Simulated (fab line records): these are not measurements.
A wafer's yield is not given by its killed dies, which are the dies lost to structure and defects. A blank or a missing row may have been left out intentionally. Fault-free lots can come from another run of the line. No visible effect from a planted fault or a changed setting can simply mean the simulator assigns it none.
Which tool was responsible? :: flow nand_harc :: 12 lots with 36 wafers sampled at 6 steps, on a route of 1302 steps

== WHAT THE GAUGES READ, wafer by wafer ==
NHARC_P_GATE_INSPECT_28. Usual: raw_defect_count at 7, with a standard deviation of 3.5.
lot: L188
measured: day 4 23:17
on: defect_inspect-02
raw_defect_count: 3 7 5
flag: 

lot: L189
measured: day 5 13:05
on: defect_inspect-01
raw_defect_count: 10 4 10
flag: 

lot: L190
measured: day 5 20:55
on: defect_inspect-01
raw_defect_count: 4 9 4
flag: 

lot: L200
measured: day 9 17:16
on: defect_inspect-02
raw_defect_count: 10 8 14
flag: 

lot: L201
measured: day 10 13:25
on: defect_inspect-01
raw_defect_count: 7 2 12
flag: 

lot: L203
measured: day 11 06:26
on: defect_inspect-02
raw_defect_count: 11 4 12
flag: 

lot: L204
measured: day 11 20:09
on: defect_inspect-01
raw_defect_count: 13 7 6
flag: 

lot: L205
measured: day 12 00:20
on: defect_inspect-01
raw_defect_count: 7 13 2
flag: 

lot: L206
measured: day 12 12:44
on: defect_inspect-02
raw_defect_count: 4 5 4
flag: 

lot: L207
measured: day 13 02:24
on: defect_inspect-02
raw_defect_count: 7 6 7
flag: 

lot: L209
measured: day 13 13:15
on: defect_inspect-01
raw_defect_count: 5 4 9
flag: 

lot: L211
measured: day 14 10:45
on: defect_inspect-01
raw_defect_count: 9 7 1
flag: 

NHARC_P_GATE_CD_MEAS_59: the cd target is 720 nm. Usual: cd_nm at 719.4 nm, with a standard deviation of 1.6.
lot: L188
measured: day 5 13:05
on: cd_sem-02
cd_nm (nm): 715.2 720.0 717.6
flag: 

lot: L189
measured: day 6 02:47
on: cd_sem-03
cd_nm (nm): 720.8 718.1 718.2
flag: 

lot: L190
measured: day 6 10:13
on: cd_sem-01
cd_nm (nm): 730.4 731.5 732.0
flag: OFF

lot: L200
measured: day 10 06:43
on: cd_sem-02
cd_nm (nm): 717.6 719.0 719.1
flag: 

lot: L201
measured: day 11 05:07
on: cd_sem-01
cd_nm (nm): 716.4 719.8 718.1
flag: 

lot: L203
measured: day 11 20:06
on: cd_sem-03
cd_nm (nm): 721.0 717.9 719.1
flag: 

lot: L204
measured: day 12 09:47
on: cd_sem-02
cd_nm (nm): 721.7 722.6 717.7
flag: 

lot: L205
measured: day 12 13:51
on: cd_sem-02
cd_nm (nm): 717.5 717.2 717.1
flag: 

lot: L206
measured: day 13 02:24
on: cd_sem-03
cd_nm (nm): 720.7 716.5 718.7
flag: 

lot: L207
measured: day 13 15:47
on: cd_sem-01
cd_nm (nm): 721.9 719.7 723.0
flag: 

lot: L209
measured: day 14 03:08
on: cd_sem-03
cd_nm (nm): 717.5 718.3 719.2
flag: 

lot: L211
measured: day 15 00:46
on: cd_sem-02
cd_nm (nm): 718.4 718.8 720.7
flag: 

NHARC_END_SORT_01. Usual: killed_at_array 59, standard deviation 24; killed_at_other 0.7, standard deviation 1.2; killed_at_periphery 3.5, standard deviation 2.6; killed_dies 63, standard deviation 24; killed_open 3.2, standard deviation 2.1; killed_short 2.4, standard deviation 1.5.
lot: L200
measured: day 29 09:26
on: prober-01
killed_at_array: 85 76 81
killed_at_other: 0 0 0
killed_at_periphery: 3 2 4
killed_dies: 88 78 85
killed_open: 2 1 1
killed_short: 3 2 3
flag: 

lot: L203
measured: day 30 12:39
on: prober-01
killed_at_array: 53 52 46
killed_at_other: 0 1 2
killed_at_periphery: 5 4 7
killed_dies: 58 57 55
killed_open: 2 5 4
killed_short: 3 3 3
flag: 

lot: L204
measured: day 32 23:24
on: prober-02
killed_at_array: 71 76 77
killed_at_other: 0 0 0
killed_at_periphery: 2 3 3
killed_dies: 73 79 80
killed_open: 7 3 4
killed_short: 1 0 4
flag: 

== WHAT TOOL EACH LOT RAN ON (gives the tool, then ch and the chambers of the sampled wafers, and finally the start) ==
lot: L188
NHARC_P_GATE_EXPOSE_56: krf_scanner-01 ch 0, day 5 12:56
NHARC_P_GATE_DESCUM_61: rie_diel-10 ch 1,2, day 5 13:15
NHARC_P_GATE_STRIP_76: plasma_asher-02 ch 0,1, day 5 13:53

lot: L189
NHARC_P_GATE_EXPOSE_56: krf_scanner-01 ch 0, day 6 02:37
NHARC_P_GATE_DESCUM_61: rie_diel-02 ch 1,3, day 6 02:57
NHARC_P_GATE_STRIP_76: plasma_asher-02 ch 0,1, day 6 03:34

lot: L190
NHARC_P_GATE_EXPOSE_56: krf_scanner-01 ch 0, day 6 10:04
NHARC_P_GATE_DESCUM_61: rie_diel-10 ch 0,3, day 6 10:23
NHARC_P_GATE_STRIP_76: plasma_asher-01 ch 0,1, day 6 11:01

lot: L200
NHARC_P_GATE_EXPOSE_56: krf_scanner-03 ch 0, day 10 06:34
NHARC_P_GATE_DESCUM_61: rie_diel-10 ch 0,1,3, day 10 06:54
NHARC_P_GATE_STRIP_76: plasma_asher-02 ch 0,1, day 10 07:31

lot: L201
NHARC_P_GATE_EXPOSE_56: krf_scanner-03 ch 0, day 11 04:57
NHARC_P_GATE_DESCUM_61: rie_diel-02 ch 1,2, day 11 05:16
NHARC_P_GATE_STRIP_76: plasma_asher-02 ch 0,1, day 11 05:55

lot: L203
NHARC_P_GATE_EXPOSE_56: krf_scanner-01 ch 0, day 11 19:57
NHARC_P_GATE_DESCUM_61: rie_diel-10 ch 0,1, day 11 20:16
NHARC_P_GATE_STRIP_76: plasma_asher-02 ch 0,1, day 11 20:54

lot: L204
NHARC_P_GATE_EXPOSE_56: krf_scanner-03 ch 0, day 12 09:37
NHARC_P_GATE_DESCUM_61: rie_diel-02 ch 0,1,3, day 12 09:58
NHARC_P_GATE_STRIP_76: plasma_asher-02 ch 0,1, day 12 10:35

lot: L205
NHARC_P_GATE_EXPOSE_56: krf_scanner-03 ch 0, day 12 13:41
NHARC_P_GATE_DESCUM_61: rie_diel-02 ch 0,1,3, day 12 14:00
NHARC_P_GATE_STRIP_76: plasma_asher-02 ch 0, day 12 14:40

lot: L206
NHARC_P_GATE_EXPOSE_56: krf_scanner-02 ch 0, day 13 02:14
NHARC_P_GATE_DESCUM_61: rie_diel-02 ch 0,2,3, day 13 02:34
NHARC_P_GATE_STRIP_76: plasma_asher-02 ch 0,1, day 13 03:12

lot: L207
NHARC_P_GATE_EXPOSE_56: krf_scanner-03 ch 0, day 13 15:38
NHARC_P_GATE_DESCUM_61: rie_diel-02 ch 1,2, day 13 15:57
NHARC_P_GATE_STRIP_76: plasma_asher-02 ch 0,1, day 13 16:35

lot: L209
NHARC_P_GATE_EXPOSE_56: krf_scanner-02 ch 0, day 14 02:58
NHARC_P_GATE_DESCUM_61: rie_diel-02 ch 0,3, day 14 03:17
NHARC_P_GATE_STRIP_76: plasma_asher-01 ch 0,1, day 14 03:56

lot: L211
NHARC_P_GATE_EXPOSE_56: krf_scanner-01 ch 0, day 15 00:36
NHARC_P_GATE_DESCUM_61: rie_diel-02 ch 0,1,2, day 15 00:55
NHARC_P_GATE_STRIP_76: plasma_asher-01 ch 0,1, day 15 01:34
- NHARC_P_GATE_EXPOSE_56: exposes mask P PSD, target cd 720 nm.
- NHARC_P_GATE_DESCUM_61: chemistry O2, time 3 s.
- NHARC_P_GATE_STRIP_76: strips in O2.

== WHAT THE TOOLS THEMSELVES READ (means of the sampled wafers that have a number; where no wafer has one, the mark that the record gives instead) ==
NHARC_P_GATE_DESCUM_61. Usual: drypump_motor_current_A 5.8 A, standard deviation 0.47; mfc_ar_sccm 0.006 sccm, standard deviation 0.0086; oes_product_au 1.001 a.u., standard deviation 0.01; rf_vpp_V 57.8 V, standard deviation 0.98; showerhead_plenum_p_Torr 1.90 Torr, standard deviation 0.083; throttle_valve_pct 11.311 %, standard deviation 0.0092.
lot: L188
tool: rie_diel-10
drypump_motor_current_A (A): 6.2
mfc_ar_sccm (sccm): 0.000
oes_product_au (a.u.): 0.998
rf_vpp_V (V): 58.0
showerhead_plenum_p_Torr (Torr): 1.88
throttle_valve_pct (%): 11.313
flag: 

lot: L189
tool: rie_diel-02
drypump_motor_current_A (A): 5.8
mfc_ar_sccm (sccm): 0.012
oes_product_au (a.u.): 0.994
rf_vpp_V (V): 57.8
showerhead_plenum_p_Torr (Torr): 1.84
throttle_valve_pct (%): 11.320
flag: 

lot: L190
tool: rie_diel-10
drypump_motor_current_A (A): 6.5
mfc_ar_sccm (sccm): 0.000
oes_product_au (a.u.): 0.995
rf_vpp_V (V): 58.1
showerhead_plenum_p_Torr (Torr): 1.95
throttle_valve_pct (%): 11.318
flag: 

lot: L200
tool: rie_diel-10
drypump_motor_current_A (A): 6.4
mfc_ar_sccm (sccm): 0.000
oes_product_au (a.u.): 0.996
rf_vpp_V (V): 58.7
showerhead_plenum_p_Torr (Torr): 1.93
throttle_valve_pct (%): 11.307
flag: 

lot: L201
tool: rie_diel-02
drypump_motor_current_A (A): 5.8
mfc_ar_sccm (sccm): 0.013
oes_product_au (a.u.): 1.001
rf_vpp_V (V): 58.1
showerhead_plenum_p_Torr (Torr): 1.81
throttle_valve_pct (%): 11.306
flag: 

lot: L203
tool: rie_diel-10
drypump_motor_current_A (A): 6.6
mfc_ar_sccm (sccm): 0.000
oes_product_au (a.u.): 0.999
rf_vpp_V (V): 58.2
showerhead_plenum_p_Torr (Torr): 1.89
throttle_valve_pct (%): 11.317
flag: 

lot: L204
tool: rie_diel-02
drypump_motor_current_A (A): 5.7
mfc_ar_sccm (sccm): 0.006
oes_product_au (a.u.): 1.002
rf_vpp_V (V): 57.8
showerhead_plenum_p_Torr (Torr): 1.90
throttle_valve_pct (%): 11.304
flag: 

lot: L205
tool: rie_diel-02
drypump_motor_current_A (A): 5.7
mfc_ar_sccm (sccm): 0.006
oes_product_au (a.u.): 1.013
rf_vpp_V (V): 58.7
showerhead_plenum_p_Torr (Torr): 1.90
throttle_valve_pct (%): 11.304
flag: 

lot: L206
tool: rie_diel-02
drypump_motor_current_A (A): 5.7
mfc_ar_sccm (sccm): 0.012
oes_product_au (a.u.): 1.008
rf_vpp_V (V): 56.9
showerhead_plenum_p_Torr (Torr): 1.86
throttle_valve_pct (%): 11.308
flag: 

lot: L207
tool: rie_diel-02
drypump_motor_current_A (A): 5.8
mfc_ar_sccm (sccm): 0.013
oes_product_au (a.u.): 1.002
rf_vpp_V (V): 56.4
showerhead_plenum_p_Torr (Torr): 1.81
throttle_valve_pct (%): 11.305
flag: 

lot: L209
tool: rie_diel-02
drypump_motor_current_A (A): 5.7
mfc_ar_sccm (sccm): 0.012
oes_product_au (a.u.): 0.999
rf_vpp_V (V): 57.0
showerhead_plenum_p_Torr (Torr): 1.87
throttle_valve_pct (%): 11.320
flag: 

lot: L211
tool: rie_diel-02
drypump_motor_current_A (A): 5.7
mfc_ar_sccm (sccm): 0.006
oes_product_au (a.u.): 1.002
rf_vpp_V (V): 58.4
showerhead_plenum_p_Torr (Torr): 1.88
throttle_valve_pct (%): 11.313
flag: 

NHARC_P_GATE_STRIP_76. Usual: drypump_motor_current_A 6.0 A, standard deviation 0.37; heater_power_w 339 W, standard deviation 25.
lot: L188
tool: plasma_asher-02
drypump_motor_current_A (A): 6.0
heater_power_w (W): 327
flag: 

lot: L189
tool: plasma_asher-02
drypump_motor_current_A (A): 6.0
heater_power_w (W): 330
flag: 

lot: L190
tool: plasma_asher-01
drypump_motor_current_A (A): 5.7
heater_power_w (W): 361
flag: 

lot: L200
tool: plasma_asher-02
drypump_motor_current_A (A): 6.1
heater_power_w (W): 340
flag: 

lot: L201
tool: plasma_asher-02
drypump_motor_current_A (A): 6.2
heater_power_w (W): 336
flag: 

lot: L203
tool: plasma_asher-02
drypump_motor_current_A (A): 6.0
heater_power_w (W): 308
flag: 

lot: L204
tool: plasma_asher-02
drypump_motor_current_A (A): 6.1
heater_power_w (W): 324
flag: 

lot: L205
tool: plasma_asher-02
drypump_motor_current_A (A): 5.9
heater_power_w (W): 292
flag: 

lot: L206
tool: plasma_asher-02
drypump_motor_current_A (A): 6.2
heater_power_w (W): 326
flag: 

lot: L207
tool: plasma_asher-02
drypump_motor_current_A (A): 6.0
heater_power_w (W): 313
flag: 

lot: L209
tool: plasma_asher-01
drypump_motor_current_A (A): 5.7
heater_power_w (W): 365
flag: 

lot: L211
tool: plasma_asher-01
drypump_motor_current_A (A): 5.7
heater_power_w (W): 369
flag: 

== THE ANSWER, worked out from the rows above alone ==
Rule: take the mean of a lot's wafers that have a number; if it is more than 3 standard deviations from the usual mean, the lot is off. A lot without any number at a reading at which 4 lots or more have one is off too. Any other lot the step has rows for is counted as sound. First the gauges in route order, then the tools' own readings, where a lot's mean is used as printed above. The first step at which some lot is off is used, and at that step the reading that is off furthest; a lot without a number counts as furthest.
Off at NHARC_P_GATE_CD_MEAS_59 (cd_nm): L190.
A tool fits if, at a process step before that reading, it ran every lot that is off, and no sound lot after the first of them. Gauges at NHARC_P_GATE_CD_MEAS_59: tried the same way as those tools. None of those tried fits.

== WHAT HAD BEEN PUT IN BY THE SIMULATOR ==
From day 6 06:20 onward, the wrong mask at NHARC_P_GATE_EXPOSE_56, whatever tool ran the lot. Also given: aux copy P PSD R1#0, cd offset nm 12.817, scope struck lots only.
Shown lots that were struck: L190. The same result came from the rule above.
